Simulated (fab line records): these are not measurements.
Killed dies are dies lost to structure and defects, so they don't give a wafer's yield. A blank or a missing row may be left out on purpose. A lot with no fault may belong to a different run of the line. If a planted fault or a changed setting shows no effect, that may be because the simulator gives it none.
Matching of chambers / flow nandHarc / 3 sister chambers for NHARC_A_STAIRCASE_DEP_301 on pecvd-02
The step deposits SiON, target thk 30 nm. 16 wafers are shown with their chamber, then 8 later ones without.

EACH WAFER AND ITS CHAMBER
wafer=L077.1; chamber=2; heaterPowerW (W)=759
wafer=L077.4; chamber=1; heaterPowerW (W)=773
wafer=L077.6; chamber=2; heaterPowerW (W)=788
wafer=L079.1; chamber=2; heaterPowerW (W)=751
wafer=L079.3; chamber=1; heaterPowerW (W)=730
wafer=L079.6; chamber=0; heaterPowerW (W)=564
wafer=L081.1; chamber=1; heaterPowerW (W)=864
wafer=L081.3; chamber=0; heaterPowerW (W)=556
wafer=L081.6; chamber=2; heaterPowerW (W)=785
wafer=L081.2; chamber=2; heaterPowerW (W)=753
wafer=L081.4; chamber=0; heaterPowerW (W)=566
wafer=L081.5; chamber=1; heaterPowerW (W)=867
wafer=L082.3; chamber=0; heaterPowerW (W)=613
wafer=L082.5; chamber=0; heaterPowerW (W)=609
wafer=L082.6; chamber=1; heaterPowerW (W)=814
wafer=L091.1; chamber=0; heaterPowerW (W)=561

SIGNATURES, as means of the wafers listed above
reading=heaterPowerW; chamber 0=578.17; chamber 1=809.60; chamber 2=767.20; scatter within a chamber=37.8
Rule: for a wafer and a chamber, the distance is found by dividing, reading by reading, the gap between the wafer's reading and the chamber's mean by the reading's scatter, squaring, summing and taking the root. If the next closest chamber is less than 2 further off than the closest, the wafer can't be placed; otherwise it belongs to the closest. How the scatter is found: for the shown wafers, subtract from each reading the mean of its chamber, square and add these, divide the total by (wafers less chambers), then take the root.

WAFERS WHOSE CHAMBER IS MISSING
wafer=L091.3; heaterPowerW (W)=790
wafer=L091.4; heaterPowerW (W)=799
wafer=L090.1; heaterPowerW (W)=858
wafer=L090.5; heaterPowerW (W)=897
wafer=L090.6; heaterPowerW (W)=570
wafer=L095.1; heaterPowerW (W)=860
wafer=L095.2; heaterPowerW (W)=535
wafer=L095.4; heaterPowerW (W)=540

EACH ONE'S CHAMBER
wafer=L091.3; from the rows above=can't be placed: 1 or 2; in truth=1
wafer=L091.4; from the rows above=can't be placed: 1 or 2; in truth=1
wafer=L090.1; from the rows above=can't be placed: 1 or 2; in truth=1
wafer=L090.5; from the rows above=can't be placed: 1 or 2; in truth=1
wafer=L090.6; from the rows above=0; in truth=0
wafer=L095.1; from the rows above=can't be placed: 1 or 2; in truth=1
wafer=L095.2; from the rows above=0; in truth=0
wafer=L095.4; from the rows above=0; in truth=0
Placed correctly: 3 of 8. Cannot be placed on the basis of these rows: 5; the candidates contain the true chamber in 5. Wrongly placed: 0.
